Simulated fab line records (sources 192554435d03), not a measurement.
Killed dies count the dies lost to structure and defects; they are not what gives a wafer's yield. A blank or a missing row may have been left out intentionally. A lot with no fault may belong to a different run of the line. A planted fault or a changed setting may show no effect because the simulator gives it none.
Chamber matching :: flow n5_finfet :: ald_sin-04 running N5_BEOL_M4_ALD_98: 4 sister chambers
The step deposits SiO2, target thk 2.5 nm, pulse time 1 s, co reactant pulse time 1 s. 8 wafers are shown with their chamber, then 10 later ones without.

## WAFERS, EACH WITH ITS CHAMBER
wafer: L089.6
chamber: 1
heater_power_outer_w (W): 38
heater_power_w (W): 72

wafer: L090.2
chamber: 3
heater_power_outer_w (W): 42
heater_power_w (W): 80

wafer: L090.5
chamber: 0
heater_power_outer_w (W): 34
heater_power_w (W): 64

wafer: L092.1
chamber: 2
heater_power_outer_w (W): 43
heater_power_w (W): 81

wafer: L092.2
chamber: 0
heater_power_outer_w (W): 35
heater_power_w (W): 62

wafer: L092.3
chamber: 1
heater_power_outer_w (W): 40
heater_power_w (W): 75

wafer: L091.1
chamber: 3
heater_power_outer_w (W): 42
heater_power_w (W): 79

wafer: L091.4
chamber: 2
heater_power_outer_w (W): 43
heater_power_w (W): 77

## WAFERS MISSING THEIR CHAMBER
wafer: L091.5
heater_power_outer_w (W): 33
heater_power_w (W): 62

wafer: L093.3
heater_power_outer_w (W): 44
heater_power_w (W): 79

wafer: L093.5
heater_power_outer_w (W): 35
heater_power_w (W): 63

wafer: L093.6
heater_power_outer_w (W): 40
heater_power_w (W): 75

wafer: L095.2
heater_power_outer_w (W): 39
heater_power_w (W): 74

wafer: L095.4
heater_power_outer_w (W): 34
heater_power_w (W): 63

wafer: L095.6
heater_power_outer_w (W): 40
heater_power_w (W): 71

wafer: L096.1
heater_power_outer_w (W): 43
heater_power_w (W): 79

wafer: L096.2
heater_power_outer_w (W): 41
heater_power_w (W): 82

wafer: L096.4
heater_power_outer_w (W): 39
heater_power_w (W): 73

## EACH ONE'S CHAMBER
wafer: L091.5
from the rows above: 0
in truth: 0

wafer: L093.3
from the rows above: can't be placed: 2 or 3
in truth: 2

wafer: L093.5
from the rows above: 0
in truth: 0

wafer: L093.6
from the rows above: can't be placed: 1 or 3
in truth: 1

wafer: L095.2
from the rows above: 1
in truth: 1

wafer: L095.4
from the rows above: 0
in truth: 0

wafer: L095.6
from the rows above: 1
in truth: 1

wafer: L096.1
from the rows above: can't be placed: 2 or 3
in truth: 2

wafer: L096.2
from the rows above: can't be placed: 3 or 2
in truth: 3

wafer: L096.4
from the rows above: 1
in truth: 1
Correct placement for 6 of the 10. Cannot be placed on the basis of these rows: 4; the candidates contain the true chamber in 4. 0 placed wrongly.
How it was worked out, from the rows above alone: a wafer's distance from a chamber is the root of the sum, over the readings, of the square of ((its reading less the chamber's mean) divided by the reading's scatter). The wafer belongs to the nearest chamber; if the next one is less than 2 further off, it can't be placed. The mean given for a chamber averages the wafers shown for that chamber. The scatter: take each reading less its chamber's mean, square it, sum over the shown wafers, divide by the number of wafers less the number of chambers, and take the root.
